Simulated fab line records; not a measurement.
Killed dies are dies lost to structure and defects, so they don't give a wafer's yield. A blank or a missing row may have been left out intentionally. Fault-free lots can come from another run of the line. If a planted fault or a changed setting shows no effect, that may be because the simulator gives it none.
The tool behind it: which one?	flow n5_finfet	22 lots with 66 wafers sampled at 2 steps, on a route of 1938 steps

WHAT THE GAUGES READ, wafer by wafer
N5_BEOL_M11_OVL_MEAS_29.
lot	measured	on	V10_OVL (nm)
L074	day 10 18:30	overlay-01	0.1 0.2 -0.8
L076	day 10 18:40	overlay-02	-0.5 -0.8 -0.5
L077	day 11 11:10	overlay-01	-0.1 -0.9 -0.1
L075	day 11 13:07	overlay-01	-1.4 -1.0 0.0
L079	day 11 19:51	overlay-01	0.6 -0.7 0.7
L078	day 11 20:01	overlay-02	-1.0 -1.0 -0.8
L080	day 12 16:37	overlay-02	-1.8 -1.1 -1.8
L082	day 12 16:34	overlay-01	-1.5 -1.1 -0.7
L083	day 12 16:39	overlay-01	-0.5 0.1 -0.5
L085	day 12 21:41	overlay-02	0.7 -1.0 -0.7
L081	day 12 21:44	overlay-01	0.4 0.1 0.5
L084	day 13 22:14	overlay-02	-1.1 -1.2 0.6
L087	day 14 09:44	overlay-02	-1.0 -0.2 0.0
L086	day 14 12:30	overlay-02	0.2 1.2 0.3
L088	day 14 12:40	overlay-02	0.3 0.3 0.2
L089	day 14 15:45	overlay-01	0.1 -0.4 0.4
L090	day 14 21:47	overlay-02	-0.6 -1.4 -0.5
L092	day 15 18:14	overlay-01	0.8 -0.2 -0.6
L093	day 15 19:44	overlay-02	0.8 0.1 -0.7
L095	day 16 03:31	overlay-01	-0.4 -0.4 -0.6
L096	day 16 19:39	overlay-02	-0.2 -0.4 -0.1
L097	day 17 04:34	overlay-01	-0.6 -1.2 -0.5

TOOL THAT RAN EACH LOT (tool first, then ch and the chambers of the sampled wafers, then the start)
lot	N5_BEOL_M11_STRIP_19
L074	rie_diel-01 ch 1,2,3, day 10 13:15
L076	rie_diel-05 ch 1,3, day 10 14:43
L077	rie_diel-06 ch 0,3, day 11 08:44
L075	rie_diel-01 ch 0,2,3, day 11 11:58
L079	rie_diel-05 ch 1,2, day 11 17:40
L078	rie_diel-06 ch 0,2,3, day 11 17:54
L080	rie_diel-06 ch 0,1,3, day 12 12:17
L082	rie_diel-06 ch 1,2,3, day 12 12:20
L083	rie_diel-06 ch 0,2,3, day 12 14:12
L085	rie_diel-01 ch 0,1,2, day 12 19:54
L081	rie_diel-01 ch 0,2,3, day 12 20:02
L084	rie_diel-05 ch 0,1,2, day 13 20:32
L087	rie_diel-06 ch 0,2,3, day 14 09:21
L086	rie_diel-05 ch 0,1, day 14 09:58
L088	rie_diel-06 ch 0,2,3, day 14 11:03
L089	rie_diel-05 ch 1,2,3, day 14 14:03
L090	rie_diel-05 ch 0,1,3, day 14 19:54
L092	rie_diel-05 ch 0,2,3, day 15 16:10
L093	rie_diel-01 ch 0,2, day 15 19:07
L095	rie_diel-01 ch 0,1,2, day 16 03:07
L096	rie_diel-05 ch 0,1,3, day 16 16:59
L097	rie_diel-06 ch 0,2,3, day 17 03:22
- N5_BEOL_M11_STRIP_19: strips in O2.

WHAT THE TOOLS THEMSELVES READ (means of the sampled wafers that have a number; where no wafer has one, the mark that the record gives instead)
N5_BEOL_M11_STRIP_19.
lot	tool	drypump_motor_current_A (A)	oes_product_au (a.u.)	rf_vpp_V (V)	showerhead_plenum_p_Torr (Torr)	throttle_valve_pct (%)
L074	rie_diel-01	5.6	0.79	3.4	2.07	16.63
L076	rie_diel-05	6.0	0.82	4.1	2.16	16.66
L077	rie_diel-06	5.6	0.93	3.9	2.17	16.57
L075	rie_diel-01	6.2	0.79	3.6	2.04	16.59
L079	rie_diel-05	6.0	0.91	3.3	2.13	16.33
L078	rie_diel-06	5.7	0.93	3.1	2.17	16.64
L080	rie_diel-06	5.9	0.84	3.4	2.15	16.75
L082	rie_diel-06	6.0	0.84	3.8	2.15	16.83
L083	rie_diel-06	5.7	0.91	3.9	2.17	16.65
L085	rie_diel-01	5.9	0.71	3.7	2.06	16.66
L081	rie_diel-01	6.2	0.77	3.8	2.03	16.60
L084	rie_diel-05	5.7	0.82	3.8	2.09	16.57
L087	rie_diel-06	5.7	0.87	3.6	2.16	16.68
L086	rie_diel-05	6.0	0.83	3.5	2.07	16.36
L088	rie_diel-06	5.7	0.89	3.6	2.16	16.68
L089	rie_diel-05	5.9	0.81	3.7	2.14	16.67
L090	rie_diel-05	5.8	0.77	3.7	2.09	16.63
L092	rie_diel-05	5.6	0.75	4.1	2.10	16.86
L093	rie_diel-01	6.2	0.78	3.5	2.01	16.46
L095	rie_diel-01	5.9	0.86	3.9	2.05	16.40
L096	rie_diel-05	5.8	0.76	4.2	2.09	16.67
L097	rie_diel-06	5.7	0.86	3.2	2.16	16.71

THE ANSWER, worked out from the rows above alone
Rule: the lots themselves supply what counts as usual. Put in order of their means at a reading, lots are off if they are a third of the lots or fewer, leave a main group of 4 or more, and stand apart from it by a gap of 3 or more times the standard deviation of the main group's means; of several such gaps the widest counts. The tables above print the reading to a certain number of digits; a main group whose means all agree to those digits is not used. Also off: a lot with no number at a reading for which 4 or more lots have one. Where the step has rows for the other lots, those lots are counted as sound. After the gauges, taken in route order, come the tools' own readings; for these a lot's mean is taken, as printed above. At the first step where some lot is off, the reading lying furthest off is the one used; lots without a number count as furthest.
None of the lots is off at any reading shown; this tells nothing.

WHAT THE SIMULATOR PUT IN
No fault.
